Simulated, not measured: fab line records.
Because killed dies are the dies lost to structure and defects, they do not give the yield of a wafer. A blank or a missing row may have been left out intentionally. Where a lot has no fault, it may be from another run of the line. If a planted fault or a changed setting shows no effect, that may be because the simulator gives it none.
Split-lot study | flow n5 finfet | 39 wafers read across 7 lots, on a route 1938 steps long

ABOUT THE SPLIT
At N5_MOL_CONTACT_COAG_ETCH_124 (etches SiNx in CH3F/O2, stops on SiOC, target depth 6.5 nm), the setting source w was moved away from the recipe's 395 W on 12 of the 39 wafers read, by -14.5% to +19.2%. All remaining wafers had this setting at the recipe value.

The reading is taken at the split's own step.

THE READING
rf vpp V, in V, at N5_MOL_CONTACT_COAG_ETCH_124 (etches SiNx in CH3F/O2, stops on SiOC, target depth 6.5 nm). On this fab line, fault-free wafers typically give 297 V with a standard deviation of 3.6 V.

wafer  | tool, chamber at the split | source w as run, W | against the recipe | rf vpp V, V | against lot-mates on the recipe
L080.1 | rie diel-05, 3             | 395                | recipe             | 303         | -
L080.2 | rie diel-05, 0             | 420.6              | +6.5%              | 288         | -8
L080.3 | rie diel-05, 2             | 420.6              | +6.5%              | 289         | -7
L080.4 | rie diel-05, 1             | 420.6              | +6.5%              | 280         | -16
L080.5 | rie diel-05, 1             | 395                | recipe             | 288         | -
L080.6 | rie diel-05, 0             | 395                | recipe             | 298         | -
L081.1 | rie diel-01, 1             | 395                | recipe             | 295         | -
L081.2 | rie diel-01, 3             | 395                | recipe             | 301         | -
L081.3 | rie diel-01, 2             | 395                | recipe             | 297         | -
L081.4 | rie diel-01, 0             | 395                | recipe             | 298         | -
L081.5 | rie diel-01, 2             | 395                | recipe             | 298         | -
L081.6 | rie diel-01, 3             | 395                | recipe             | 301         | -
L087.1 | rie diel-03, 1             | 395                | recipe             | 294         | -
L087.2 | rie diel-03, 3             | 395                | recipe             | 297         | -
L087.3 | rie diel-03, 2             | 395                | recipe             | 302         | -
L087.4 | rie diel-03, 0             | 395                | recipe             | 306         | -
L087.5 | rie diel-03, 2             | 395                | recipe             | 302         | -
L087.6 | rie diel-03, 3             | 395                | recipe             | 296         | -
L088.1 | rie diel-01, 2             | 395                | recipe             | 295         | -
L088.2 | rie diel-01, 0             | 355.7              | -9.9%              | 312         | +14
L088.3 | rie diel-01, 1             | 355.7              | -9.9%              | 311         | +13
L088.4 | rie diel-01, 3             | 395                | recipe             | 302         | -
L088.5 | rie diel-01, 3             | 355.7              | -9.9%              | 316         | +18
L088.6 | rie diel-01, 2             | 395                | recipe             | 296         | -
L090.1 | rie diel-01, 2             | 337.7              | -14.5%             | 318         | +20
L090.2 | rie diel-01, 3             | 395                | recipe             | 300         | -
L090.3 | rie diel-01, 1             | 337.7              | -14.5%             | 316         | +18
L090.4 | rie diel-01, 0             | 395                | recipe             | 298         | -
L090.5 | rie diel-01, 0             | 395                | recipe             | 297         | -
L090.6 | rie diel-01, 3             | 337.7              | -14.5%             | 324         | +26
L096.1 | rie diel-05, 0             | 395                | recipe             | 297         | -
L096.5 | rie diel-05, 1             | 395                | recipe             | 289         | -
L096.6 | rie diel-05, 0             | 395                | recipe             | 296         | -
L097.1 | rie diel-01, 0             | 470.8              | +19.2%             | 273         | -24
L097.2 | rie diel-01, 1             | 395                | recipe             | 298         | -
L097.3 | rie diel-01, 2             | 395                | recipe             | 297         | -
L097.4 | rie diel-01, 0             | 395                | recipe             | 297         | -
L097.5 | rie diel-01, 1             | 470.8              | +19.2%             | 271         | -26
L097.6 | rie diel-01, 2             | 470.8              | +19.2%             | 272         | -25

THE FIT
A straight line over all 39 wafers: rf vpp V changes by -1.44 V for each +1% of source w; r = -0.95; the points scatter about the line by 3.8 V.
The same after taking each lot's own level away (the mean of its wafers on the recipe; 39 wafers): -1.41 V for each +1%; r = -0.95; scatter 3.4 V.
The reading moves by 27 V for the largest change in source w, on that fit.
The span of the lots' own levels, 294.0 to 299.5 V, comes to 1.5 times the standard deviation stated above.
So the lot-to-lot level changes the slope little: the two slopes agree.
Check: -27.5 V against its lot-mates is what the line predicts for one of the wafers moved furthest among these (+19.2%) when that wafer is left out of the fit. It came out at -24.3 V against them.
Tool readings at the split's step, against how far the setting was moved: rf vpp V r = -0.95.

OTHER SPLITS ON THESE WAFERS
Other splits were also applied to these wafers ahead of the reading. Each is held against what the fit with the lots' levels taken away leaves over:
other split on the same wafers       | wafers away from the commonest value | r with rf vpp V (lot level and that fit taken away)
N5_FIN_SAQP_ALD_61 temp c            | 12                                   | +0.02
N5_FIN_SAQP_HM_DEP_72 target thk a   | 15                                   | +0.07
N5_DUMMY_GATE_ETCH_32 time s         | 18                                   | -0.26
N5_DUMMY_GATE_ETCH_44 target depth a | 15                                   | +0.15
N5_DUMMY_GATE_ETCH_42 bias w         | 15                                   | +0.05

FILE'S OWN FIT
rf vpp V changes by -1.4 V for each +1% of source w, r = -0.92.
